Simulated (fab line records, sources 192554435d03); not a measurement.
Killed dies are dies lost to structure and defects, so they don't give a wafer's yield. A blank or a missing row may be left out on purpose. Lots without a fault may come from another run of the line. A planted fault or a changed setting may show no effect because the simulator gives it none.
Chamber matching | flow n5_finfet | N5_BEOL_M14_ETCH_59 on rie_diel-06: 4 sister chambers
The step etches BARC in N2/H2, target depth 89 nm, overetch 26.7 nm, time 67.9 s. 27 wafers are shown with their chamber, then 12 later ones without.

WAFERS WITH THEIR CHAMBER
wafer  | chamber | drypump_motor_current_A (A) | showerhead_plenum_p_Torr (Torr) | throttle_valve_pct (%)
L074.2 | 2       | 5.3                         | 2.40                            | 18.18
L074.3 | 0       | 5.9                         | 2.57                            | 17.55
L074.4 | 2       | 5.3                         | 2.40                            | 18.18
L075.3 | 2       | 5.3                         | 2.40                            | 18.16
L075.5 | 0       | 6.0                         | 2.57                            | 17.56
L075.6 | 2       | 5.3                         | 2.40                            | 18.16
L078.1 | 0       | 6.0                         | 2.57                            | 17.59
L078.3 | 3       | 5.9                         | 2.49                            | 18.03
L078.6 | 1       | 6.1                         | 2.59                            | 17.66
L081.2 | 2       | 5.3                         | 2.40                            | 18.19
L081.4 | 0       | 6.0                         | 2.57                            | 17.56
L081.6 | 1       | 6.1                         | 2.59                            | 17.68
L083.4 | 0       | 5.9                         | 2.56                            | 17.59
L083.5 | 1       | 6.1                         | 2.59                            | 17.66
L083.6 | 3       | 5.9                         | 2.49                            | 18.01
L082.1 | 3       | 5.9                         | 2.49                            | 18.03
L082.2 | 1       | 6.1                         | 2.59                            | 17.69
L082.4 | 3       | 5.9                         | 2.49                            | 18.03
L086.1 | 1       | 6.1                         | 2.59                            | 17.72
L086.2 | 3       | 5.9                         | 2.48                            | 18.04
L086.4 | 0       | 5.9                         | 2.56                            | 17.59
L087.2 | 1       | 6.1                         | 2.58                            | 17.70
L087.3 | 0       | 5.9                         | 2.56                            | 17.61
L087.6 | 3       | 5.9                         | 2.48                            | 18.03
L088.1 | 1       | 6.1                         | 2.58                            | 17.71
L088.2 | 0       | 5.9                         | 2.56                            | 17.63
L088.4 | 3       | 5.9                         | 2.48                            | 18.05

SIGNATURES (means of the wafers above)
reading                  | chamber 0 | chamber 1 | chamber 2 | chamber 3 | scatter within a chamber
drypump_motor_current_A  | 5.938     | 6.100     | 5.300     | 5.900     | 0.0286
showerhead_plenum_p_Torr | 2.5650    | 2.5871    | 2.4000    | 2.4857    | 0.00473
throttle_valve_pct       | 17.5850   | 17.6886   | 18.1740   | 18.0314   | 0.0209
Rule: a wafer's distance from a chamber is the root of the sum, over the readings, of the square of ((its reading less the chamber's mean) divided by the reading's scatter). The wafer belongs to the nearest chamber; if the next one is less than 2 further off, it can't be placed. The scatter: the root of (the sum of the squares of (reading less its chamber's mean) over the shown wafers, divided by (wafers less chambers)).

WAFERS WITHOUT THEIR CHAMBER
wafer  | drypump_motor_current_A (A) | showerhead_plenum_p_Torr (Torr) | throttle_valve_pct (%)
L090.1 | 5.9                         | 2.48                            | 18.06
L090.4 | 5.3                         | 2.71                            | 17.77
L090.6 | 6.0                         | 2.56                            | 17.61
L089.1 | 5.3                         | 2.71                            | 17.75
L089.4 | 5.9                         | 2.48                            | 18.03
L089.6 | 6.1                         | 2.58                            | 17.74
L096.2 | 6.0                         | 2.55                            | 17.65
L096.3 | 5.3                         | 2.70                            | 17.80
L096.4 | 5.9                         | 2.48                            | 18.08
L097.2 | 5.3                         | 2.70                            | 17.79
L097.3 | 6.0                         | 2.55                            | 17.66
L097.6 | 5.9                         | 2.55                            | 17.66

WHICH CHAMBER EACH WENT THROUGH
wafer  | from the rows above     | in truth
L090.1 | 3                       | 3
L090.4 | can't be placed: 1 or 0 | 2
L090.6 | 0                       | 0
L089.1 | can't be placed: 1 or 0 | 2
L089.4 | 3                       | 3
L089.6 | 1                       | 1
L096.2 | 0                       | 0
L096.3 | can't be placed: 1 or 0 | 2
L096.4 | 3                       | 3
L097.2 | can't be placed: 1 or 0 | 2
L097.3 | 0                       | 0
L097.6 | 0                       | 0
Placed correctly: 8 of 12. Can't be placed from these rows: 4 (the true chamber is among the candidates in 0). Placed wrongly: 0.
